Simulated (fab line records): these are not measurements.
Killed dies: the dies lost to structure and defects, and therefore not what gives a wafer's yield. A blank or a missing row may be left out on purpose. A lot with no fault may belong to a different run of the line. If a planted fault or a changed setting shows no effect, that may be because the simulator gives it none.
Problem report, 8D (eight disciplines) form, completed by code | flow n5Finfet | the parts of the form that need people (team, actions taken, sign-off) are left out

1. THE PROBLEM
A mean of 984 W is read at N5_FIN_SAQP_MANDREL_ETCH_58 for rfFwdPowerW, taken on 1 wafer of 1 lot, against 794 W (standard deviation 3.1) on wafers free of any fault. Measured from the usual mean, that is +61 standard deviations.
The step: etches a-Si in HBr/Cl2, stops on SiNx, target depth 45 nm, bt time 10 s, time 27 s.
First observed at day 3 13:34: wafer L147.1, on rieSi-03. Wafers with a number at this step in the record: 9, from 3 lots. The rule behind "out" and "out of limits": a value lying over 4 standard deviations away from the usual mean. Any other wafer with a number is counted as sound.

2. WHAT IT IS, AND WHAT IT ISN'T
question                    | is               | is not
which readings at this step | rfFwdPowerW      | drypumpMotorCurrentA, mfcCl2Sccm, oesProductAu, throttleValvePct
which lots                  | L147             | L145, L160
which wafers of those lots  | L147.1           | L147.2, L147.4
read on which tools         | rieSi-03         | rieSi-01
when                        | from day 3 13:34 | up to then (5 sound wafers); but 3 sound wafers of L160 came after

3. WHAT RULES OUT EACH SUSPECT
Counting: if a tool at a process step up to the reading ran every lot that is out, it stays a suspect. Sound lots after the first of them don't rule it out here, since some wafers of a struck lot are sound.
- rieSi-03 at N5_FIN_SAQP_MANDREL_ETCH_58 (etches a-Si in HBr/Cl2, stops on SiNx, target depth 45 nm, bt time 10 s, time 27 s): kept. The lot that is out, L147, ran on it at day 3 13:34; the last sound lot it ran before that was L145, at day 2 23:37. On those wafers its own readings are out: rfFwdPowerW.
- Within rieSi-03 at N5_FIN_SAQP_MANDREL_ETCH_58: the wafers that are out ran in chamber 2; their sound lot-mates ran in chambers 0, 1.
After counting, what remains is rieSi-03 at N5_FIN_SAQP_MANDREL_ETCH_58.

4. THE CAUSE (what the simulator had put in)
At N5_FIN_SAQP_MANDREL_ETCH_58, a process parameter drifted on rieSi-03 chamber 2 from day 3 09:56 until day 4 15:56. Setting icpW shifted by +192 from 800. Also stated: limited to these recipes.
Only this tool survived the counting.

5. THE CHAIN OF EFFECTS, in route order
One row per reading whose mean, taken over the struck wafers that have a number, lies over 3 standard deviations from the usual. Only readings whose record carries a usual standard deviation are examined. hours: median over the lots of the time between each lot's start at the first step of this table that gives one and its start at this step. sigmas: the change, counted in usual standard deviations.
hours | step                        | reading     | usual | on struck wafers | change | sigmas
0     | N5_FIN_SAQP_MANDREL_ETCH_58 | rfFwdPowerW | 794 W | 984              | +190   | +61
It contains these process steps:
- N5_FIN_SAQP_MANDREL_ETCH_58: etches a-Si in HBr/Cl2, stops on SiNx, target depth 45 nm, bt time 10 s, time 27 s.
Later steps that measure or inspect, where all struck wafers having a row at the step show a number for every such reading and not one has moved that far: N5_BEOL_M4_RC_MEAS_101.

6. HOW IT WOULD HAVE BEEN CAUGHT EARLIER
The fault began at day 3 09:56; the first out-of-limits reading in this record came at day 3 13:34, 4 hours later.
